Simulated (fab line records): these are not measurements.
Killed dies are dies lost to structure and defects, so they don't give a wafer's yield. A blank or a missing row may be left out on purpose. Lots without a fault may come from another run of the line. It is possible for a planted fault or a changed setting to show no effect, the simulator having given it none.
Which tool did it?    flow n5_finfet    30 wafers from 10 lots sampled at 2 of the route's 1938 steps

== WHAT THE GAUGES READ, wafer by wafer ==
N5_BEOL_M9_OVL_MEAS_29. Usual: for V8_OVL the level is -0.2 nm and the standard deviation is 0.69.
lot   measured      on          V8_OVL (nm)     flag
L159  day 10 03:52  overlay-02  0.8 -0.6 -0.2   
L161  day 10 12:28  overlay-02  -0.3 0.2 0.3    
L162  day 10 18:39  overlay-02  -0.9 -0.6 -0.2  
L163  day 10 21:17  overlay-02  -0.3 -0.3 -0.2  
L165  day 11 10:47  overlay-02  -1.6 -1.3 -0.8  
L168  day 12 18:23  overlay-01  -0.1 -0.7 -0.5  
L170  day 12 19:25  overlay-02  -0.7 0.0 -0.3   
L171  day 13 01:17  overlay-02  -1.3 -1.0 -0.8  
L173  day 13 19:31  overlay-02  -0.4 -0.4 0.0   
L176  day 14 05:46  overlay-02  -0.1 1.4 0.5    

== WHAT TOOL EACH LOT RAN ON (gives the tool, then ch and the chambers of the sampled wafers, and finally the start) ==
lot   N5_BEOL_M9_ETCH_62
L159  rie_diel-03 ch 1,3, day 10 03:01
L161  rie_diel-03 ch 0,1, day 10 10:41
L162  rie_diel-03 ch 0,1, day 10 17:57
L163  rie_diel-05 ch 0,1,3, day 10 19:52
L165  rie_diel-06 ch 1,2,3, day 11 08:29
L168  rie_diel-05 ch 0,1,3, day 12 17:32
L170  rie_diel-06 ch 0,3, day 12 17:44
L171  rie_diel-05 ch 0,1, day 12 22:52
L173  rie_diel-03 ch 0,1, day 13 16:26
L176  rie_diel-06 ch 1,3, day 14 04:36
- N5_BEOL_M9_ETCH_62: etches SOC in N2/H2, target depth 110 nm, overetch 22 nm, time 165 s.

== AS READ BY THE TOOLS THEMSELVES (means over the sampled wafers that have a number; for cases with no such wafer, the mark the record gives instead) ==
N5_BEOL_M9_ETCH_62. Usual: bias_w is 150.0 W with standard deviation 0.44, chamber_pressure_mTorr is 29.993 mTorr with standard deviation 0.029, drypump_motor_current_A is 5.7 A with standard deviation 0.32, oes_product_au is 0.63 a.u. with standard deviation 0.057, rf_vpp_V is 523.6 V with standard deviation 2.5, showerhead_plenum_p_Torr is 2.53 Torr with standard deviation 0.088, and throttle_valve_pct is 17.96 % with standard deviation 0.2.
lot   tool         bias_w (W)  chamber_pressure_mTorr (mTorr)  drypump_motor_current_A (A)  oes_product_au (a.u.)  rf_vpp_V (V)  showerhead_plenum_p_Torr (Torr)  throttle_valve_pct (%)  flag
L159  rie_diel-03  149.6       29.992                          5.6                          0.61                   523.2         2.49                             18.05                   
L161  rie_diel-03  149.9       29.971                          5.9                          0.59                   521.2         2.45                             18.08                   
L162  rie_diel-03  149.7       30.006                          5.9                          0.59                   521.4         2.45                             18.09                   
L163  rie_diel-05  150.2       29.978                          5.9                          0.66                   523.5         2.55                             17.82                   
L165  rie_diel-06  149.9       30.000                          5.8                          0.64                   524.6         2.58                             17.97                   
L168  rie_diel-05  150.7       29.972                          5.9                          0.65                   523.9         2.54                             17.84                   
L170  rie_diel-06  150.0       29.962                          5.8                          0.64                   523.9         2.53                             18.04                   
L171  rie_diel-05  150.3       29.975                          5.8                          0.60                   522.4         2.48                             17.71                   
L173  rie_diel-03  149.4       30.021                          5.7                          0.58                   521.9         2.48                             18.16                   
L176  rie_diel-06  149.4       30.000                          5.9                          0.64                   525.5         2.61                             18.03                   

== THE ANSWER, worked out from the rows above alone ==
Rule: take the mean of a lot's wafers that have a number; if it is more than 3 standard deviations from the usual mean, the lot is off. Also off: a lot with no number at a reading for which 4 or more lots have one. Any other lot the step has rows for is counted as sound. Order of review: gauges by route order, followed by the tools' own readings, for which a lot's mean as printed above is used. The first step at which some lot is off is used, and at that step the reading that is off furthest; a lot without a number counts as furthest.
None of the lots is off at any reading shown; this tells nothing.

== WHAT THE SIMULATOR PUT IN ==
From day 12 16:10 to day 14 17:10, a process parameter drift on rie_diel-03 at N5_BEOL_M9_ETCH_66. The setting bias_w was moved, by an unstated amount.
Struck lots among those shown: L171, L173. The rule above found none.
